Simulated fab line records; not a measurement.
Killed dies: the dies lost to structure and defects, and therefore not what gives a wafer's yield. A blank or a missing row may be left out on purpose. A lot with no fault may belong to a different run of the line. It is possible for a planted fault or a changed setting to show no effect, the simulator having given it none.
One fault seen from 3 desks -- flow nandHarc -- only its own numbers are on each desk; what lay behind them is given at the end

== AT THE TOOL OWNER'S DESK: rieDiel-08 ==
The tool's own readings at NHARC_A_WL_FILL_ETCHBACK_16 (etches the open film in C4F8/O2/Ar, target depth 120 nm, time 24 s): means of the sampled wafers that have a number, for each lot that ran on this tool. Marked OUT: a lot whose mean sits more than 4 standard deviations from the usual mean, which makes it out of limits; the brackets give that distance.
Columns: A = oesProductAu at NHARC_A_WL_FILL_ETCHBACK_16, usual 0.984 a.u.; B = rfVppV at NHARC_A_WL_FILL_ETCHBACK_16, usual 724 V
lot,first seen here,A,B
L861,day 20 16:22,1.001,723
L863,day 21 03:53,1.000,726
L862,day 21 14:08,1.006,724
L867,day 24 06:18,0.996,725
L871,day 25 08:05,0.993,723
L877,day 26 22:56,1.124 (+5.8) OUT,725
L876,day 27 11:46,1.228 (+10) OUT,722
Finding of this desk: L876, L877 out of limits; the first was L877 at day 26 22:56, on oesProductAu at NHARC_A_WL_FILL_ETCHBACK_16. Within limits: L861, L863, L862, L867, L871.

== THE DEFECT DESK ==
Per lot, the means of the sampled wafers with a number show what the inspections along the route counted. Marked OUT: a lot whose mean sits more than 4 standard deviations from the usual mean, which makes it out of limits; the brackets give that distance.
Columns: A = rawDefectCount at NHARC_A_SLIT_INSPECT_11, usual 55
lot,first seen here,A
L861,day 19 14:45,15
L862,day 20 03:13,69
L863,day 20 03:43,73
L865,day 21 05:32,85
L867,day 23 03:55,73
L870,day 23 12:14,32
L872,day 24 01:43,11
L871,day 24 01:50,87
L877,day 25 22:55,44
L876,day 26 06:59,55
L879,day 26 21:10,22
L883,day 28 21:06,76
L884,day 28 22:39,36
Result from this desk: across the 13 lots, nothing is out of limits.

== METROLOGY DESK ==
Means of the sampled wafers that have a number, per lot and without regard to the tool the lot ran on: this is what the gauges read. Marked OUT: a lot whose mean sits more than 4 standard deviations from the usual mean, which makes it out of limits; the brackets give that distance.
Columns: A = overlayXNm at NHARC_A_SLIT_OVL_MEAS_10, usual 0.0 nm; B = overlayYNm at NHARC_A_SLIT_OVL_MEAS_10, usual 0.3 nm
lot,first seen here,A,B
L861,day 19 14:43,0.8,0.2
L862,day 20 03:11,-0.3,0.5
L863,day 20 03:41,-0.6,0.8
L865,day 21 05:31,0.0,0.3
L867,day 23 03:52,-0.2,0.9
L870,day 23 12:11,0.1,1.1
L872,day 24 01:41,-2.0,-0.8
L871,day 24 01:48,1.2,-0.6
L877,day 25 22:53,0.3,0.0
L876,day 26 06:57,0.1,1.3
L879,day 26 21:08,-0.0,0.5
L883,day 28 21:04,-1.4,1.2
L884,day 28 22:37,-0.2,0.3
Result from this desk: across the 13 lots, nothing is out of limits.

== PUT TOGETHER ==
On L876, L877, at day 26 22:56, an alarm was possible from the tool owner's desk.
The defect desk saw nothing out of limits.
Metrology desk: nothing out of limits seen.
The defect desk has L876, L877 on record, within its limits.
The metrology desk has L876, L877 on record, within its limits.
All the named lots went through NHARC_A_WL_FILL_ETCHBACK_16 on rieDiel-08.

== WHAT THE SIMULATOR HAD INSERTED ==
rieDiel-08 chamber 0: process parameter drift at NHARC_A_WL_FILL_ETCHBACK_16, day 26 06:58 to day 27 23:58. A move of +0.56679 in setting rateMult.
Struck lots among those shown: L876, L877.
Hours from the fault's start to each desk's first reading out of limits: the tool owner's desk, 16.
